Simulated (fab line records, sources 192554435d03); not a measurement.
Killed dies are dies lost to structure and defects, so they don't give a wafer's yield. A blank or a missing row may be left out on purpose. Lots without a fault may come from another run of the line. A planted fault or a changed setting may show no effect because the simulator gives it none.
Split-lot experiment | flow n5_finfet | 7 lots, 39 wafers read, on a route of 1938 steps

THE SPLIT
At N5_BEOL_M0_SAQP_ETCH_107 (etches SiNx in CH3F/O2, target depth 30 nm), the setting target_depth_a was moved away from the recipe's 300 angstrom on 9 of the 39 wafers read, by -54.7% to -38.1%. The other wafers ran this setting at the recipe's value.

The reading is taken at the split's own step.

THE READING
BEOL_M0_SAQP.feature_depth_nm (the simulator's own value, which no gauge read), in nm, at N5_BEOL_M0_SAQP_ETCH_107 (etches SiNx in CH3F/O2, target depth 30 nm). The file gives no usual value for it. The 30 wafers here that ran the recipe average 29.7 nm, standard deviation 0.51 nm.

wafer  | tool, chamber at the split | target_depth_a as run, angstrom | against the recipe | BEOL_M0_SAQP.feature_depth_nm, nm | against lot-mates on the recipe
L075.1 | rie_diel-05, 3             | 300                             | recipe             | 29                                | -
L075.2 | rie_diel-05, 0             | 185.6                           | -38.1%             | 18.6                              | -11.4
L075.3 | rie_diel-05, 2             | 300                             | recipe             | 30.8                              | -
L075.4 | rie_diel-05, 1             | 185.6                           | -38.1%             | 18.4                              | -11.6
L075.5 | rie_diel-05, 3             | 185.6                           | -38.1%             | 17.8                              | -12.2
L075.6 | rie_diel-05, 0             | 300                             | recipe             | 30.2                              | -
L081.1 | rie_diel-06, 3             | 145.2                           | -51.6%             | 14.2                              | -15.9
L081.2 | rie_diel-06, 1             | 300                             | recipe             | 30.2                              | -
L081.3 | rie_diel-06, 0             | 300                             | recipe             | 29.4                              | -
L081.4 | rie_diel-06, 2             | 300                             | recipe             | 30.6                              | -
L081.5 | rie_diel-06, 2             | 145.2                           | -51.6%             | 14.8                              | -15.3
L081.6 | rie_diel-06, 3             | 145.2                           | -51.6%             | 14.4                              | -15.7
L084.1 | rie_diel-05, 1             | 300                             | recipe             | 30                                | -
L084.4 | rie_diel-05, 1             | 300                             | recipe             | 30                                | -
L084.6 | rie_diel-05, 0             | 300                             | recipe             | 30.2                              | -
L087.1 | rie_diel-03, 2,3           | 136                             | -54.7%             | 13.2                              | -16.3
L087.6 | rie_diel-03, 2,3           | 136                             | -54.7%             | 13.2                              | -16.3
L087.2 | rie_diel-03, 1             | 300                             | recipe             | 29.6                              | -
L087.3 | rie_diel-03, 3             | 300                             | recipe             | 29                                | -
L087.4 | rie_diel-03, 0             | 136                             | -54.7%             | 13.6                              | -15.9
L087.5 | rie_diel-03, 0             | 300                             | recipe             | 29.8                              | -
L092.1 | rie_diel-03, 1             | 300                             | recipe             | 29.4                              | -
L092.2 | rie_diel-03, 2,3           | 300                             | recipe             | 29                                | -
L092.3 | rie_diel-03, 2,3           | 300                             | recipe             | 29                                | -
L092.4 | rie_diel-03, 0             | 300                             | recipe             | 30.6                              | -
L092.5 | rie_diel-03, 0             | 300                             | recipe             | 30.2                              | -
L092.6 | rie_diel-03, 3             | 300                             | recipe             | 29.2                              | -
L096.1 | rie_diel-06, 0,1,1         | 300                             | recipe             | 29.8                              | -
L096.3 | rie_diel-06, 0,1,1         | 300                             | recipe             | 29.8                              | -
L096.6 | rie_diel-06, 0,1,1         | 300                             | recipe             | 29.8                              | -
L096.2 | rie_diel-06, 3             | 300                             | recipe             | 29.2                              | -
L096.5 | rie_diel-06, 3             | 300                             | recipe             | 29.2                              | -
L096.4 | rie_diel-06, 0             | 300                             | recipe             | 30                                | -
L097.1 | rie_diel-06, 3             | 300                             | recipe             | 29                                | -
L097.2 | rie_diel-06, 1             | 300                             | recipe             | 29.6                              | -
L097.3 | rie_diel-06, 0             | 300                             | recipe             | 30                                | -
L097.4 | rie_diel-06, 3             | 300                             | recipe             | 29.2                              | -
L097.5 | rie_diel-06, 1,0           | 300                             | recipe             | 29.8                              | -
L097.6 | rie_diel-06, 1,0           | 300                             | recipe             | 29.8                              | -
Where a row lists several chambers, the file gives one row for several wafers and doesn't say which wafer went through which chamber.

THE FIT
A straight line over all 39 wafers: BEOL_M0_SAQP.feature_depth_nm changes by +0.298 nm for each +1% of target_depth_a; r = +1.00; the points scatter about the line by 0.48 nm.
The same after taking each lot's own level away (the mean of its wafers on the recipe; 39 wafers): +0.3 nm for each +1%; r = +1.00; scatter 0.45 nm.
On that fit, the largest move of target_depth_a shifts the reading by 16 nm.
The lots' own levels span 29.47 to 30.07 nm, that is 1.2 times the standard deviation above.
So the lot-to-lot level changes the slope little: the two slopes agree.
Check: with one of the wafers moved furthest among these (-54.7%) left out of the fit, the line predicts -16.4 nm for it against its lot-mates. It came out at -16.3 nm against them.

OTHER SPLITS ON THESE WAFERS
These wafers also went through other splits before the reading. Each is held against what the fit with the lots' levels taken away leaves over:
other split on the same wafers        | wafers away from the commonest value | r with BEOL_M0_SAQP.feature_depth_nm (lot level and that fit taken away)
N5_ZERO_LAYER_PECVD_02 time_s         | 12                                   | +0.31
N5_FIN_SAQP_PECVD_06 time_s           | 15                                   | +0.25
N5_FIN_CUT_CUT_ETCH_26 target_depth_a | 15                                   | -0.10
N5_MOL_CONTACT_COAG_ALD_27 ald_cycles | 15                                   | +0.07

THE FILE'S OWN FIT
BEOL_M0_SAQP.feature_depth_nm changes by +0.3 nm for each +1% of target_depth_a, r = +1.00.
